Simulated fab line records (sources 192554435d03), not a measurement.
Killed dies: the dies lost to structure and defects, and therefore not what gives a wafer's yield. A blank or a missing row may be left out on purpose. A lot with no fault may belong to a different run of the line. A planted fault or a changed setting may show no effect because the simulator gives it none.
Commonality check across tools	flow n5 finfet	9 lots, 27 wafers sampled

## REASON FOR OPENING
At N5_FIN_SAQP_INSPECT_40 the reading raw defect count is flagged on 3 of 9 lots. Wafers without a fault read 242, standard deviation 67.
Rule: a lot gets a flag if all its wafers with a number sit over 4 standard deviations from that mean, or if no wafer of it has a number. All remaining lots are regarded as sound.

lot	measured	on	raw defect count, wafer by wafer	flag
L216	day 2 08:43	defect inspect-02	264 173 223	
L218	day 2 20:40	defect inspect-01	331 305 343	
L224	day 4 10:05	defect inspect-01	305 345 182	
L225	day 4 15:16	defect inspect-01	141 173 218	
L228	day 5 11:13	defect inspect-02	356 215 286	
L229	day 5 15:42	defect inspect-02	899 1086 1034	FLAGGED
L230	day 5 20:32	defect inspect-02	871 827 804	FLAGGED
L231	day 6 04:01	defect inspect-02	913 1003 986	FLAGGED
L238	day 7 20:02	defect inspect-01	276 245 262	
The mean of the flagged lots' numbers is 936, +694 from the usual (+10 standard deviations).

## EACH LOT AND THE TOOL IT RAN ON
Before the reading, the record contains 4 process steps out of a 1938-step route. Cell contents, in order: the tool; ch with the chambers the sampled wafers went through; the start.
lot	flag	N5_FIN_SAQP_STRIP_70	N5_FIN_SAQP_RECESS_71	N5_FIN_SAQP_SPACER2_ALD_28	N5_FIN_SAQP_STRIP_77
L216		rie diel-02 ch 1,3, day 2 07:23	vapor etch-02 ch 0,1, day 2 07:28	ald sin-02 ch 2,3, day 2 07:36	rie diel-04 ch 0,1,2, day 2 08:16
L218		rie diel-04 ch 1,3, day 2 19:05	vapor etch-02 ch 0,1, day 2 19:08	ald sin-01 ch 1,3, day 2 19:33	rie diel-02 ch 1,2,3, day 2 20:13
L224		rie diel-01 ch 0,1, day 4 08:44	vapor etch-01 ch 0,1, day 4 08:50	ald sin-02 ch 1,3, day 4 08:57	rie diel-01 ch 1,2, day 4 09:37
L225		rie diel-02 ch 0,1,2, day 4 13:23	vapor etch-02 ch 0,1, day 4 13:33	ald sin-02 ch 1,3, day 4 14:02	rie diel-04 ch 1,3, day 4 14:47
L228		rie diel-04 ch 1,2,3, day 5 09:52	vapor etch-01 ch 0,1, day 5 09:56	ald sin-01 ch 0,2,3, day 5 10:02	rie diel-04 ch 1,2,3, day 5 10:49
L229	FLAGGED	rie diel-01 ch 0,1,2, day 5 14:07	vapor etch-02 ch 0,1, day 5 14:11	ald sin-01 ch 1,2, day 5 14:19	rie diel-02 ch 0,1, day 5 15:15
L230	FLAGGED	rie diel-02 ch 0,1,2, day 5 18:53	vapor etch-02 ch 0,1, day 5 18:58	ald sin-01 ch 0,1, day 5 19:18	rie diel-02 ch 0,2, day 5 20:05
L231	FLAGGED	rie diel-01 ch 0,2,3, day 6 02:20	vapor etch-02 ch 0,1, day 6 02:25	ald sin-02 ch 1,2,3, day 6 02:39	rie diel-01 ch 0,2,3, day 6 03:37
L238		rie diel-02 ch 0,1,3, day 7 18:32	vapor etch-01 ch 0,1, day 7 18:38	ald sin-02 ch 0,1,2, day 7 18:44	rie diel-04 ch 2,3, day 7 19:35
What these steps do:
- N5_FIN_SAQP_STRIP_70: strips in N2/H2.
- N5_FIN_SAQP_RECESS_71: chemistry HF/NH3, target SiO2, target depth 3 nm, afs cycles 1, sublimation time 60 s.
- N5_FIN_SAQP_SPACER2_ALD_28: deposits SiO2, target thk 8.1 nm, pulse time 1 s, purge time 2 s.
- N5_FIN_SAQP_STRIP_77: strips in N2/H2, time 90 s.
- N5_FIN_SAQP_INSPECT_40: inspects for defects (brightfield).

## FLAGGED AGAINST TOTAL, ONE TOOL AT A TIME (gauges that did the reading follow at the end)
step	tool	lots run	flagged	share of the flagged lots	sound lots run after its first flagged lot
N5_FIN_SAQP_STRIP_70	rie diel-01	3	2	some	0
N5_FIN_SAQP_STRIP_70	rie diel-02	4	1	some	1 (L238)
N5_FIN_SAQP_STRIP_70	rie diel-04	2	0	none	-
N5_FIN_SAQP_RECESS_71	vapor etch-01	3	0	none	-
N5_FIN_SAQP_RECESS_71	vapor etch-02	6	3	all	0
N5_FIN_SAQP_SPACER2_ALD_28	ald sin-01	4	2	some	0
N5_FIN_SAQP_SPACER2_ALD_28	ald sin-02	5	1	some	1 (L238)
N5_FIN_SAQP_STRIP_77	rie diel-01	2	1	some	0
N5_FIN_SAQP_STRIP_77	rie diel-02	3	2	some	0
N5_FIN_SAQP_STRIP_77	rie diel-04	4	0	none	-
N5_FIN_SAQP_INSPECT_40	defect inspect-01	4	0	none	-
N5_FIN_SAQP_INSPECT_40	defect inspect-02	5	3	all	0

## WHAT IS ALLOWED BY THE TABLE
Rows of the table that ran all the flagged lots, 2 in number: vapor etch-02 at N5_FIN_SAQP_RECESS_71; defect inspect-02 at N5_FIN_SAQP_INSPECT_40.
- vapor etch-02 at N5_FIN_SAQP_RECESS_71 ran 6 lots, 3 of them flagged. Its last sound lot is L225 (day 4 13:33), its first flagged lot L229 (day 5 14:11): a fault that began between those two fits.
- defect inspect-02 at N5_FIN_SAQP_INSPECT_40 ran 5 lots, 3 of them flagged. Its last sound lot is L228 (day 5 11:13), its first flagged lot L229 (day 5 15:42): a fault that began between those two fits.
These 2 tools cannot be told apart by counting lots, since each of them fits a fault that started at some hour. More lots, or a look at what each step does to the wafer, might.

## WHAT WAS PUT IN BY THE SIMULATOR
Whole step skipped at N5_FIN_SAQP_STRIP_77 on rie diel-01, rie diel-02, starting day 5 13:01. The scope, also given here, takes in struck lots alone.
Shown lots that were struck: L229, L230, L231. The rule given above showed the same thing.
